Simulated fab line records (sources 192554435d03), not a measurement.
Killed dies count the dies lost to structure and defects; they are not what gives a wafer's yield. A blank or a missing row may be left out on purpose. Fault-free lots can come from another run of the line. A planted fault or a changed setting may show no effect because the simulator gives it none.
Split-lot experiment / flow n5-finfet / 39 wafers read across 7 lots, on a route 1938 steps long

THE SPLIT ITSELF
At N5_DUMMY_GATE_ETCH_32 (etches SiO2 in CF4, target depth 3.5 nm, time 3.9 s), the setting time-s was moved away from the recipe's 3.9 s on 15 of the 39 wafers read, by -14.8% to +23.1%. This setting was run at the recipe's value on the other wafers.

The reading is taken at the split's own step.

THE READING
etch.depth-nm (the simulator's own value, which no gauge read), in nm, at N5_DUMMY_GATE_ETCH_32 (etches SiO2 in CF4, target depth 3.5 nm, time 3.9 s). There is no usual value for it anywhere in the file. Average 3.477 nm, standard deviation 0.064 nm, over the 24 wafers here run with the recipe.

wafer=L075.1; tool, chamber at the split=rie-si-02, 3; time-s as run, s=3.322; against the recipe=-14.8%; etch.depth-nm, nm=2.976; against lot-mates on the recipe=-0.424
wafer=L075.2; tool, chamber at the split=rie-si-02, 2; time-s as run, s=3.9; against the recipe=recipe; etch.depth-nm, nm=3.444; against lot-mates on the recipe=-
wafer=L075.3; tool, chamber at the split=rie-si-02, 0; time-s as run, s=3.9; against the recipe=recipe; etch.depth-nm, nm=3.373; against lot-mates on the recipe=-
wafer=L075.4; tool, chamber at the split=rie-si-02, 1; time-s as run, s=3.322; against the recipe=-14.8%; etch.depth-nm, nm=2.983; against lot-mates on the recipe=-0.417
wafer=L075.5; tool, chamber at the split=rie-si-02, 0; time-s as run, s=3.9; against the recipe=recipe; etch.depth-nm, nm=3.384; against lot-mates on the recipe=-
wafer=L075.6; tool, chamber at the split=rie-si-02, 3; time-s as run, s=3.322; against the recipe=-14.8%; etch.depth-nm, nm=2.95; against lot-mates on the recipe=-0.450
wafer=L076.1; tool, chamber at the split=rie-si-06, 1; time-s as run, s=3.9; against the recipe=recipe; etch.depth-nm, nm=3.494; against lot-mates on the recipe=-
wafer=L076.2; tool, chamber at the split=rie-si-06, 3; time-s as run, s=3.9; against the recipe=recipe; etch.depth-nm, nm=3.476; against lot-mates on the recipe=-
wafer=L076.3; tool, chamber at the split=rie-si-06, 0; time-s as run, s=3.9; against the recipe=recipe; etch.depth-nm, nm=3.402; against lot-mates on the recipe=-
wafer=L076.4; tool, chamber at the split=rie-si-06, 2; time-s as run, s=4.68; against the recipe=+20.0%; etch.depth-nm, nm=4.23; against lot-mates on the recipe=+0.773
wafer=L076.5; tool, chamber at the split=rie-si-06, 0; time-s as run, s=4.68; against the recipe=+20.0%; etch.depth-nm, nm=4.061; against lot-mates on the recipe=+0.604
wafer=L076.6; tool, chamber at the split=rie-si-06, 3; time-s as run, s=4.68; against the recipe=+20.0%; etch.depth-nm, nm=4.14; against lot-mates on the recipe=+0.683
wafer=L077.1; tool, chamber at the split=rie-si-03, 1; time-s as run, s=3.9; against the recipe=recipe; etch.depth-nm, nm=3.573; against lot-mates on the recipe=-
wafer=L077.2; tool, chamber at the split=rie-si-03, 3; time-s as run, s=3.9; against the recipe=recipe; etch.depth-nm, nm=3.445; against lot-mates on the recipe=-
wafer=L077.3; tool, chamber at the split=rie-si-03, 2; time-s as run, s=3.9; against the recipe=recipe; etch.depth-nm, nm=3.455; against lot-mates on the recipe=-
wafer=L077.4; tool, chamber at the split=rie-si-03, 0; time-s as run, s=3.9; against the recipe=recipe; etch.depth-nm, nm=3.447; against lot-mates on the recipe=-
wafer=L077.5; tool, chamber at the split=rie-si-03, 2; time-s as run, s=3.9; against the recipe=recipe; etch.depth-nm, nm=3.458; against lot-mates on the recipe=-
wafer=L077.6; tool, chamber at the split=rie-si-03, 1; time-s as run, s=3.9; against the recipe=recipe; etch.depth-nm, nm=3.557; against lot-mates on the recipe=-
wafer=L093.1; tool, chamber at the split=rie-si-03, 1; time-s as run, s=4.8; against the recipe=+23.1%; etch.depth-nm, nm=4.385; against lot-mates on the recipe=+0.885
wafer=L093.2; tool, chamber at the split=rie-si-03, 3; time-s as run, s=3.9; against the recipe=recipe; etch.depth-nm, nm=3.427; against lot-mates on the recipe=-
wafer=L093.3; tool, chamber at the split=rie-si-03, 2; time-s as run, s=4.8; against the recipe=+23.1%; etch.depth-nm, nm=4.262; against lot-mates on the recipe=+0.762
wafer=L093.4; tool, chamber at the split=rie-si-03, 2; time-s as run, s=3.9; against the recipe=recipe; etch.depth-nm, nm=3.492; against lot-mates on the recipe=-
wafer=L093.5; tool, chamber at the split=rie-si-03, 1; time-s as run, s=3.9; against the recipe=recipe; etch.depth-nm, nm=3.582; against lot-mates on the recipe=-
wafer=L093.6; tool, chamber at the split=rie-si-03, 3; time-s as run, s=4.8; against the recipe=+23.1%; etch.depth-nm, nm=4.211; against lot-mates on the recipe=+0.711
wafer=L094.1; tool, chamber at the split=rie-si-02, 1; time-s as run, s=3.9; against the recipe=recipe; etch.depth-nm, nm=3.487; against lot-mates on the recipe=-
wafer=L094.2; tool, chamber at the split=rie-si-02, 3; time-s as run, s=4.359; against the recipe=+11.8%; etch.depth-nm, nm=3.951; against lot-mates on the recipe=+0.492
wafer=L094.3; tool, chamber at the split=rie-si-02, 2; time-s as run, s=3.9; against the recipe=recipe; etch.depth-nm, nm=3.471; against lot-mates on the recipe=-
wafer=L094.4; tool, chamber at the split=rie-si-02, 0; time-s as run, s=4.359; against the recipe=+11.8%; etch.depth-nm, nm=3.824; against lot-mates on the recipe=+0.365
wafer=L094.5; tool, chamber at the split=rie-si-02, 2; time-s as run, s=3.9; against the recipe=recipe; etch.depth-nm, nm=3.419; against lot-mates on the recipe=-
wafer=L094.6; tool, chamber at the split=rie-si-02, 3; time-s as run, s=4.359; against the recipe=+11.8%; etch.depth-nm, nm=3.965; against lot-mates on the recipe=+0.506
wafer=L095.1; tool, chamber at the split=rie-si-03, 1; time-s as run, s=3.9; against the recipe=recipe; etch.depth-nm, nm=3.598; against lot-mates on the recipe=-
wafer=L095.4; tool, chamber at the split=rie-si-03, 3; time-s as run, s=3.9; against the recipe=recipe; etch.depth-nm, nm=3.468; against lot-mates on the recipe=-
wafer=L095.5; tool, chamber at the split=rie-si-03, 1; time-s as run, s=3.9; against the recipe=recipe; etch.depth-nm, nm=3.615; against lot-mates on the recipe=-
wafer=L092.1; tool, chamber at the split=rie-si-06, 3; time-s as run, s=4.215; against the recipe=+8.1%; etch.depth-nm, nm=3.781; against lot-mates on the recipe=+0.324
wafer=L092.2; tool, chamber at the split=rie-si-06, 0; time-s as run, s=3.9; against the recipe=recipe; etch.depth-nm, nm=3.434; against lot-mates on the recipe=-
wafer=L092.3; tool, chamber at the split=rie-si-06, 2; time-s as run, s=4.215; against the recipe=+8.1%; etch.depth-nm, nm=3.865; against lot-mates on the recipe=+0.408
wafer=L092.4; tool, chamber at the split=rie-si-06, 1; time-s as run, s=4.215; against the recipe=+8.1%; etch.depth-nm, nm=3.918; against lot-mates on the recipe=+0.461
wafer=L092.5; tool, chamber at the split=rie-si-06, 0; time-s as run, s=3.9; against the recipe=recipe; etch.depth-nm, nm=3.455; against lot-mates on the recipe=-
wafer=L092.6; tool, chamber at the split=rie-si-06, 3; time-s as run, s=3.9; against the recipe=recipe; etch.depth-nm, nm=3.483; against lot-mates on the recipe=-

THE FIT
A straight line over all 39 wafers: etch.depth-nm changes by +0.0349 nm for each +1% of time-s; r = +0.98; the points scatter about the line by 0.07 nm.
The same after taking each lot's own level away (the mean of its wafers on the recipe; 39 wafers): +0.0338 nm for each +1%; r = +0.98; scatter 0.066 nm.
The reading moves by 0.78 nm for the largest change in time-s, on that fit.
The lots' own levels span 3.4003 to 3.5603 nm, that is 2.5 times the standard deviation above.
Consequently the slope shifts little with the lot-to-lot level, the two slopes agreeing.
Check: with one of the wafers moved furthest among these (+23.1%) left out of the fit, the line predicts +0.787 nm for it against its lot-mates. It came out at +0.885 nm against them.

OTHER SPLITS APPLIED TO THESE WAFERS
Other splits were also applied to these wafers ahead of the reading. Each is held against what the fit with the lots' levels taken away leaves over:
other split on the same wafers=N5_FIN_CUT_CUT_ETCH_26 time-s; wafers away from the commonest value=15; r with etch.depth-nm (lot level and that fit taken away)=-0.15
other split on the same wafers=N5_DUMMY_GATE_ETCH_37 source-w; wafers away from the commonest value=18; r with etch.depth-nm (lot level and that fit taken away)=-0.27

THE FILE'S OWN FIT
etch.depth-nm changes by +0.0345 nm for each +1% of time-s, r = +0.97.
